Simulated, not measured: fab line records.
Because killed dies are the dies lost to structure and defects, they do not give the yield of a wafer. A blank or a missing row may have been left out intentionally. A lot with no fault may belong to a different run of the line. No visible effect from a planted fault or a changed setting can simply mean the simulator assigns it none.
Matching of chambers + flow n5 finfet + rie diel-02 running N5_BEOL_M12_DESCUM_15: 4 sister chambers
The step chemistry O2, time 7.9 s. 20 wafers are shown with their chamber, then 10 later ones without.

== WAFERS, EACH WITH ITS CHAMBER ==
| wafer  | chamber | drypump motor current A (A) | throttle valve pct (%) | showerhead plenum p Torr (Torr) |
|--------|---------|-----------------------------|------------------------|---------------------------------|
| L076.1 | 3       | 6.5                         | 20.09                  | 1.95                            |
| L076.3 | 0       | 5.6                         | 20.55                  | 1.99                            |
| L076.5 | 2       | 5.4                         | 20.38                  | 2.23                            |
| L079.2 | 0       | 5.6                         | 20.56                  | 1.98                            |
| L079.5 | 2       | 5.4                         | 20.38                  | 2.23                            |
| L079.6 | 1       | 5.4                         | 20.14                  | 2.23                            |
| L081.1 | 3       | 6.5                         | 20.08                  | 1.95                            |
| L081.4 | 1       | 5.4                         | 20.13                  | 2.23                            |
| L081.6 | 1       | 5.4                         | 20.13                  | 2.23                            |
| L082.1 | 2       | 5.4                         | 20.39                  | 2.22                            |
| L082.2 | 0       | 5.6                         | 20.58                  | 1.98                            |
| L082.5 | 1       | 5.4                         | 20.13                  | 2.22                            |
| L083.2 | 1       | 5.4                         | 20.13                  | 2.22                            |
| L083.5 | 0       | 5.6                         | 20.58                  | 1.98                            |
| L083.6 | 1       | 5.3                         | 20.16                  | 2.22                            |
| L086.1 | 0       | 5.6                         | 20.59                  | 1.98                            |
| L086.5 | 0       | 5.6                         | 20.59                  | 1.98                            |
| L086.6 | 1       | 5.4                         | 20.14                  | 2.22                            |
| L090.1 | 3       | 6.6                         | 19.70                  | 2.21                            |
| L090.3 | 1       | 5.4                         | 20.15                  | 2.22                            |

SIGNATURES (averages over the wafers above)
| reading                  | chamber 0 | chamber 1 | chamber 2 | chamber 3 | scatter within a chamber |
|--------------------------|-----------|-----------|-----------|-----------|--------------------------|
| drypump motor current A  | 5.600     | 5.388     | 5.400     | 6.533     | 0.031                    |
| throttle valve pct       | 20.5750   | 20.1387   | 20.3833   | 19.9567   | 0.0795                   |
| showerhead plenum p Torr | 1.9817    | 2.2237    | 2.2267    | 2.0367    | 0.0533                   |
Rule: a wafer lies at a distance from a chamber equal to the root of the sum of squares, over the readings, of (its reading less the chamber's mean, divided by the reading's scatter). The wafer belongs to the nearest chamber; if the next one is less than 2 further off, it can't be placed. The scatter: take each reading less its chamber's mean, square it, sum over the shown wafers, divide by the number of wafers less the number of chambers, and take the root.

== WAFERS MISSING THEIR CHAMBER ==
| wafer  | drypump motor current A (A) | throttle valve pct (%) | showerhead plenum p Torr (Torr) |
|--------|-----------------------------|------------------------|---------------------------------|
| L090.4 | 5.6                         | 20.60                  | 1.98                            |
| L088.1 | 5.6                         | 20.60                  | 1.98                            |
| L088.3 | 6.5                         | 19.72                  | 2.21                            |
| L088.5 | 6.6                         | 19.72                  | 2.21                            |
| L092.1 | 5.4                         | 20.17                  | 2.22                            |
| L092.2 | 5.4                         | 20.44                  | 2.21                            |
| L092.3 | 6.6                         | 19.72                  | 2.21                            |
| L096.2 | 6.5                         | 19.74                  | 2.20                            |
| L096.3 | 5.4                         | 20.21                  | 2.21                            |
| L096.6 | 6.6                         | 19.72                  | 2.20                            |

== EACH ONE'S CHAMBER ==
| wafer  | from the rows above     | in truth |
|--------|-------------------------|----------|
| L090.4 | 0                       | 0        |
| L088.1 | 0                       | 0        |
| L088.3 | 3                       | 3        |
| L088.5 | 3                       | 3        |
| L092.1 | 1                       | 1        |
| L092.2 | 2                       | 2        |
| L092.3 | 3                       | 3        |
| L096.2 | 3                       | 3        |
| L096.3 | can't be placed: 1 or 2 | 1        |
| L096.6 | 3                       | 3        |
9 of 10 placed correctly. Can't be placed from these rows: 1 (the true chamber is among the candidates in 1). Placed wrongly: 0.
